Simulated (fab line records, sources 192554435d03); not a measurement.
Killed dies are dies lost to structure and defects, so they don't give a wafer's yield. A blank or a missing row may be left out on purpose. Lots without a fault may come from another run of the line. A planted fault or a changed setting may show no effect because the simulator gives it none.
Split-lot experiment | flow n5_finfet | 7 lots, 21 wafers read, on a route of 1938 steps

THE SPLIT
At N5_SD_EPI_P_COAT_35 (time 60 s, resist thk 35 nm), the setting spin_rpm was moved away from the recipe's 1500 rpm on 6 of the 21 wafers read, by -10.4% to +4.7%. The other wafers ran this setting at the recipe's value.

FROM THE SPLIT TO THE READING: what the file shows between them, 3 steps
- N5_SD_EPI_P_COAT_03: resist thk 150 nm
- N5_SD_EPI_P_EBR_05
- N5_SD_EPI_P_DESCUM_14: chemistry O2, time 7.9 s

THE READING
CAR-ArF-block_of_SD_EPI_P_COAT_03.thk_nm (the simulator's own value, which no gauge read), in nm, at N5_SD_EPI_P_ETCH_36 (etches SiARC in CF4, target depth 45.5 nm, time 75.8 s). The file gives no usual value for it. The 15 wafers here that ran the recipe average 110.9 nm, standard deviation 0.42 nm.

wafer  | tool, chamber at the split | spin_rpm as run, rpm | against the recipe | CAR-ArF-block_of_SD_EPI_P_COAT_03.thk_nm, nm | against lot-mates on the recipe
L075.1 | litho_track-03, 0          | 1500                 | recipe             | 110.6                                        | -
L075.2 | litho_track-03, 0          | 1366                 | -8.9%              | 109                                          | -1.6
L075.5 | litho_track-03, 0          | 1366                 | -8.9%              | 108.8                                        | -1.8
L078.1 | litho_track-02, 0          | 1500                 | recipe             | 110.6                                        | -
L078.2 | litho_track-02, 0          | 1500                 | recipe             | 110                                          | -
L078.5 | litho_track-02, 0          | 1500                 | recipe             | 110.2                                        | -
L079.2 | litho_track-04, 0          | 1500                 | recipe             | 111                                          | -
L079.3 | litho_track-04, 0          | 1571                 | +4.7%              | 111.8                                        | +1.0
L079.4 | litho_track-04, 0          | 1500                 | recipe             | 110.6                                        | -
L085.1 | litho_track-02, 0          | 1431                 | -4.6%              | 110.4                                        | -0.6
L085.5 | litho_track-02, 0          | 1500                 | recipe             | 111                                          | -
L085.6 | litho_track-02, 0          | 1500                 | recipe             | 111                                          | -
L090.2 | litho_track-04, 0          | 1500                 | recipe             | 110.8                                        | -
L090.5 | litho_track-04, 0          | 1344                 | -10.4%             | 108.8                                        | -1.9
L090.6 | litho_track-04, 0          | 1500                 | recipe             | 110.6                                        | -
L096.1 | litho_track-02, 0          | 1500                 | recipe             | 111.6                                        | -
L096.4 | litho_track-02, 0          | 1412                 | -5.9%              | 109.8                                        | -1.6
L096.6 | litho_track-02, 0          | 1500                 | recipe             | 111.2                                        | -
L097.1 | litho_track-02, 0          | 1500                 | recipe             | 111.2                                        | -
L097.2 | litho_track-02, 0          | 1500                 | recipe             | 111.4                                        | -
L097.4 | litho_track-02, 0          | 1500                 | recipe             | 111.2                                        | -

THE FIT
A straight line over all 21 wafers: CAR-ArF-block_of_SD_EPI_P_COAT_03.thk_nm changes by +0.202 nm for each +1% of spin_rpm; r = +0.89; the points scatter about the line by 0.4 nm.
The same after taking each lot's own level away (the mean of its wafers on the recipe; 21 wafers): +0.194 nm for each +1%; r = +0.97; scatter 0.2 nm.
On that fit, the largest move of spin_rpm shifts the reading by 2 nm.
The lots' own levels span 110.27 to 111.40 nm, that is 2.7 times the standard deviation above.
So the lot-to-lot level changes the slope little: the two slopes agree.
Check: with one of the wafers moved furthest among these (-10.4%) left out of the fit, the line predicts -2.07 nm for it against its lot-mates. It came out at -1.9 nm against them.

OTHER SPLITS ON THESE WAFERS
These wafers also went through other splits before the reading. Each is held against what the fit with the lots' levels taken away leaves over:
other split on the same wafers  | wafers away from the commonest value | r with CAR-ArF-block_of_SD_EPI_P_COAT_03.thk_nm (lot level and that fit taken away)
N5_ZERO_LAYER_COAT_05 spin_rpm  | 7                                    | +0.06
N5_ZERO_LAYER_EXPOSE_08 dose_mj | 9                                    | +0.12
N5_WELL_APT_COAT_02 spin_rpm    | 7                                    | -0.22
N5_WELL_APT_EXPOSE_05 dose_mj   | 7                                    | -0.21
N5_FIN_SAQP_ETCH_65 time_s      | 8                                    | +0.30
N5_DUMMY_GATE_COAT_28 spin_rpm  | 6                                    | +0.16
N5_SD_EPI_P_COAT_34 spin_rpm    | 6                                    | -0.07

THE WHOLE CHAIN: every reading that the file lists as answering this split, in the file's order
step                | what it does                                           | reading                                                                                   | change (the file's fit)               | r (the file's)
N5_SD_EPI_P_COAT_35 | time 60 s, resist thk 35 nm                            | SiARC_of_SD_EPI_P_COAT_35.thk_nm (the simulator's own value, which no gauge read)         | -0.182 nm for each +1% of the setting | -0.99
N5_SD_EPI_P_ETCH_36 | etches SiARC in CF4, target depth 45.5 nm, time 75.8 s | etch.depth_nm (the simulator's own value, which no gauge read)                            | -0.183 nm for each +1% of the setting | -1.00
N5_SD_EPI_P_ETCH_36 | etches SiARC in CF4, target depth 45.5 nm, time 75.8 s | CAR-ArF-block_of_SD_EPI_P_COAT_03.thk_nm (the simulator's own value, which no gauge read) | +0.195 nm for each +1% of the setting | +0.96

THE FILE'S OWN FIT
CAR-ArF-block_of_SD_EPI_P_COAT_03.thk_nm changes by +0.195 nm for each +1% of spin_rpm, r = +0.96.
